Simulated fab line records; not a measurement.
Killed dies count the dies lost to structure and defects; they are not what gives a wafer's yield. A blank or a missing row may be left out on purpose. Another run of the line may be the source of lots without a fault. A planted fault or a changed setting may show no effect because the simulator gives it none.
Matching of chambers :: flow n5 finfet :: 4 sister chambers for N5_BEOL_M8_ETCH_72 on rie diel-02
The step etches underlayer in N2/H2, target depth 6.5 nm, time 5.2 s. 14 wafers are shown with their chamber, then 7 later ones without.

WAFERS PAIRED WITH THEIR CHAMBERS
wafer: L082.2
chamber: 3
throttle valve pct (%): 17.70
showerhead plenum p Torr (Torr): 2.51
oes product au (a.u.): 0.59

wafer: L082.4
chamber: 2
throttle valve pct (%): 18.28
showerhead plenum p Torr (Torr): 2.63
oes product au (a.u.): 0.62

wafer: L082.5
chamber: 1
throttle valve pct (%): 17.87
showerhead plenum p Torr (Torr): 2.51
oes product au (a.u.): 0.64

wafer: L083.1
chamber: 2
throttle valve pct (%): 18.29
showerhead plenum p Torr (Torr): 2.62
oes product au (a.u.): 0.62

wafer: L083.4
chamber: 1
throttle valve pct (%): 17.86
showerhead plenum p Torr (Torr): 2.51
oes product au (a.u.): 0.64

wafer: L083.5
chamber: 3
throttle valve pct (%): 17.69
showerhead plenum p Torr (Torr): 2.51
oes product au (a.u.): 0.60

wafer: L085.2
chamber: 3
throttle valve pct (%): 17.71
showerhead plenum p Torr (Torr): 2.50
oes product au (a.u.): 0.58

wafer: L085.3
chamber: 1
throttle valve pct (%): 17.87
showerhead plenum p Torr (Torr): 2.51
oes product au (a.u.): 0.63

wafer: L085.4
chamber: 2
throttle valve pct (%): 18.29
showerhead plenum p Torr (Torr): 2.62
oes product au (a.u.): 0.61

wafer: L086.1
chamber: 0
throttle valve pct (%): 17.71
showerhead plenum p Torr (Torr): 2.58
oes product au (a.u.): 0.70

wafer: L086.3
chamber: 2
throttle valve pct (%): 18.29
showerhead plenum p Torr (Torr): 2.62
oes product au (a.u.): 0.62

wafer: L086.5
chamber: 2
throttle valve pct (%): 18.27
showerhead plenum p Torr (Torr): 2.62
oes product au (a.u.): 0.62

wafer: L088.1
chamber: 1
throttle valve pct (%): 17.86
showerhead plenum p Torr (Torr): 2.51
oes product au (a.u.): 0.63

wafer: L088.2
chamber: 3
throttle valve pct (%): 17.71
showerhead plenum p Torr (Torr): 2.50
oes product au (a.u.): 0.59

SIGNATURES, as means of the wafers listed above
reading: throttle valve pct
chamber 0: 17.7100
chamber 1: 17.8650
chamber 2: 18.2840
chamber 3: 17.7025
scatter within a chamber: 0.00834

reading: showerhead plenum p Torr
chamber 0: 2.5800
chamber 1: 2.5100
chamber 2: 2.6220
chamber 3: 2.5050
scatter within a chamber: 0.00424

reading: oes product au
chamber 0: 0.7000
chamber 1: 0.6350
chamber 2: 0.6180
chamber 3: 0.5900
scatter within a chamber: 0.00616
Rule: for a wafer and a chamber, the distance is found by dividing, reading by reading, the gap between the wafer's reading and the chamber's mean by the reading's scatter, squaring, summing and taking the root. If the next closest chamber is less than 2 further off than the closest, the wafer can't be placed; otherwise it belongs to the closest. The scatter: take each reading less its chamber's mean, square it, sum over the shown wafers, divide by the number of wafers less the number of chambers, and take the root.

WAFERS WITHOUT THEIR CHAMBER
wafer: L088.5
throttle valve pct (%): 17.71
showerhead plenum p Torr (Torr): 2.58
oes product au (a.u.): 0.70

wafer: L090.2
throttle valve pct (%): 17.92
showerhead plenum p Torr (Torr): 2.50
oes product au (a.u.): 0.65

wafer: L090.3
throttle valve pct (%): 17.74
showerhead plenum p Torr (Torr): 2.58
oes product au (a.u.): 0.71

wafer: L090.5
throttle valve pct (%): 17.71
showerhead plenum p Torr (Torr): 2.50
oes product au (a.u.): 0.58

wafer: L094.2
throttle valve pct (%): 18.30
showerhead plenum p Torr (Torr): 2.61
oes product au (a.u.): 0.60

wafer: L094.3
throttle valve pct (%): 17.90
showerhead plenum p Torr (Torr): 2.50
oes product au (a.u.): 0.64

wafer: L094.5
throttle valve pct (%): 17.74
showerhead plenum p Torr (Torr): 2.57
oes product au (a.u.): 0.69

CHAMBER TAKEN BY EACH
wafer: L088.5
from the rows above: 0
in truth: 0

wafer: L090.2
from the rows above: 1
in truth: 1

wafer: L090.3
from the rows above: 0
in truth: 0

wafer: L090.5
from the rows above: 3
in truth: 3

wafer: L094.2
from the rows above: 2
in truth: 2

wafer: L094.3
from the rows above: 1
in truth: 1

wafer: L094.5
from the rows above: 0
in truth: 0
Placed correctly: 7 of 7. Not placeable from these rows: 0. Wrongly placed: 0.
